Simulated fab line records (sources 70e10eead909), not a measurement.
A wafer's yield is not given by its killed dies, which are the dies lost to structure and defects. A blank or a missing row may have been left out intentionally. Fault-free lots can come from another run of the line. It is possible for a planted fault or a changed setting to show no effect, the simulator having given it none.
Chamber matching / flow nandHarc / 4 sister chambers for NHARC_A_STAIRCASE_DESCUM_168 on rieDiel-04
The step chemistry O2, time 3 s. 4 wafers are shown with their chamber, then 9 later ones without.

WAFERS PAIRED WITH THEIR CHAMBERS
wafer=L084.4; chamber=1; showerheadPlenumPTorr (Torr)=1.97
wafer=L084.5; chamber=0; showerheadPlenumPTorr (Torr)=1.93
wafer=L088.4; chamber=3; showerheadPlenumPTorr (Torr)=1.79
wafer=L088.6; chamber=2; showerheadPlenumPTorr (Torr)=1.77

WAFERS MISSING THEIR CHAMBER
wafer=L093.2; showerheadPlenumPTorr (Torr)=1.97
wafer=L093.3; showerheadPlenumPTorr (Torr)=1.92
wafer=L093.4; showerheadPlenumPTorr (Torr)=1.92
wafer=L097.1; showerheadPlenumPTorr (Torr)=2.07
wafer=L097.3; showerheadPlenumPTorr (Torr)=1.96
wafer=L097.4; showerheadPlenumPTorr (Torr)=1.92
wafer=L097.2; showerheadPlenumPTorr (Torr)=1.79
wafer=L097.5; showerheadPlenumPTorr (Torr)=1.79
wafer=L097.6; showerheadPlenumPTorr (Torr)=2.07

EACH ONE'S CHAMBER
wafer=L093.2; from the rows above=can't be placed: 1 or 0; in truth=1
wafer=L093.3; from the rows above=can't be placed: 0 or 1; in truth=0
wafer=L093.4; from the rows above=can't be placed: 0 or 1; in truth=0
wafer=L097.1; from the rows above=can't be placed: 1 or 0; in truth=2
wafer=L097.3; from the rows above=can't be placed: 1 or 0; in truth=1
wafer=L097.4; from the rows above=can't be placed: 0 or 1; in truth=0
wafer=L097.2; from the rows above=can't be placed: 3 or 2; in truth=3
wafer=L097.5; from the rows above=can't be placed: 3 or 2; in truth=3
wafer=L097.6; from the rows above=can't be placed: 1 or 0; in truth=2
Correctly placed: 0 of 9. Can't be placed from these rows: 9 (the true chamber is among the candidates in 7). Placed wrongly: 0.
How it was worked out, from the rows above alone: a wafer's distance from a chamber is the root of the sum, over the readings, of the square of ((its reading less the chamber's mean) divided by the reading's scatter). The wafer belongs to the nearest chamber; if the next one is less than 2 further off, it can't be placed. For every chamber, the mean is computed from those of its wafers that are shown. The scatter: with one shown wafer a chamber, the root of the mean of the squares of how far each hidden wafer lies from its nearest shown one.
